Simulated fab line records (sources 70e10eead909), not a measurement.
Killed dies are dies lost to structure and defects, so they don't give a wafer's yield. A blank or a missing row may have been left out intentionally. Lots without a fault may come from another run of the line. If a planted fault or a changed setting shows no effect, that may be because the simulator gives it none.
Chamber matching | flow nand-harc | NHARC_P_GATE_DESCUM_93 on rie-diel-07 has 4 sister chambers
The step chemistry O2, time 3 s. 27 wafers are shown with their chamber, then 12 later ones without.

== WAFERS, EACH WITH ITS CHAMBER ==
wafer  | chamber | showerhead-plenum-p-Torr (Torr) | drypump-motor-current-A (A) | oes-product-au (a.u.)
L074.4 | 3       | 1.94                            | 6.3                         | 0.997
L074.5 | 1       | 2.02                            | 4.7                         | 0.996
L074.6 | 0       | 1.89                            | 5.5                         | 0.991
L075.1 | 0       | 1.89                            | 5.5                         | 0.987
L075.2 | 2       | 2.04                            | 5.9                         | 0.987
L075.6 | 1       | 2.02                            | 4.7                         | 0.997
L077.1 | 3       | 1.94                            | 6.3                         | 0.999
L077.4 | 2       | 2.04                            | 5.8                         | 0.977
L077.6 | 1       | 2.02                            | 4.7                         | 1.002
L078.2 | 0       | 1.89                            | 5.5                         | 0.995
L078.3 | 2       | 2.04                            | 5.9                         | 0.985
L078.4 | 1       | 2.02                            | 4.8                         | 1.001
L081.2 | 2       | 2.03                            | 5.9                         | 0.982
L081.3 | 3       | 1.94                            | 6.3                         | 0.991
L081.4 | 1       | 2.02                            | 4.7                         | 1.001
L081.1 | 0       | 1.89                            | 5.5                         | 1.002
L081.5 | 3       | 1.94                            | 6.3                         | 1.001
L081.6 | 0       | 1.89                            | 5.5                         | 1.006
L083.2 | 1       | 2.02                            | 4.7                         | 0.987
L083.3 | 0       | 1.89                            | 5.5                         | 0.993
L083.4 | 2       | 2.03                            | 5.9                         | 0.970
L085.2 | 0       | 1.89                            | 5.5                         | 0.993
L085.4 | 1       | 2.02                            | 4.7                         | 1.003
L085.5 | 2       | 2.03                            | 5.9                         | 0.987
L086.2 | 0       | 1.89                            | 5.5                         | 1.008
L086.3 | 1       | 2.02                            | 4.7                         | 0.997
L086.4 | 3       | 1.94                            | 6.3                         | 1.000

SIGNATURES (means of the wafers above)
reading                  | chamber 0 | chamber 1 | chamber 2 | chamber 3 | scatter within a chamber
showerhead-plenum-p-Torr | 1.8900    | 2.0200    | 2.0350    | 1.9400    | 0.00255
drypump-motor-current-A  | 5.500     | 4.713     | 5.883     | 6.300     | 0.0273
oes-product-au           | 0.99687   | 0.99800   | 0.98133   | 0.99760   | 0.00616
Rule: for a wafer and a chamber, the distance is found by dividing, reading by reading, the gap between the wafer's reading and the chamber's mean by the reading's scatter, squaring, summing and taking the root. If the next closest chamber is less than 2 further off than the closest, the wafer can't be placed; otherwise it belongs to the closest. The scatter is the square root of a quotient: the sum, over the shown wafers, of each reading's squared deviation from its chamber's mean, divided by wafers minus chambers.

== WAFERS WITHOUT THEIR CHAMBER ==
wafer  | showerhead-plenum-p-Torr (Torr) | drypump-motor-current-A (A) | oes-product-au (a.u.)
L086.1 | 2.03                            | 5.9                         | 0.978
L086.5 | 1.89                            | 5.5                         | 0.993
L086.6 | 2.02                            | 4.7                         | 0.996
L089.2 | 1.89                            | 5.5                         | 0.998
L089.3 | 2.02                            | 4.7                         | 0.996
L089.6 | 2.02                            | 4.7                         | 0.997
L089.1 | 2.03                            | 5.9                         | 0.978
L089.4 | 1.94                            | 6.2                         | 0.989
L089.5 | 1.89                            | 5.5                         | 1.007
L094.1 | 1.94                            | 6.3                         | 0.983
L094.4 | 2.03                            | 5.9                         | 0.986
L094.5 | 1.94                            | 6.3                         | 0.995

== WHICH CHAMBER EACH WENT THROUGH ==
wafer  | from the rows above | in truth
L086.1 | 2                   | 2
L086.5 | 0                   | 0
L086.6 | 1                   | 1
L089.2 | 0                   | 0
L089.3 | 1                   | 1
L089.6 | 1                   | 1
L089.1 | 2                   | 2
L089.4 | 3                   | 3
L089.5 | 0                   | 0
L094.1 | 3                   | 3
L094.4 | 2                   | 2
L094.5 | 3                   | 3
Correct placement for 12 of the 12. Number that these rows cannot place: 0. 0 placed wrongly.
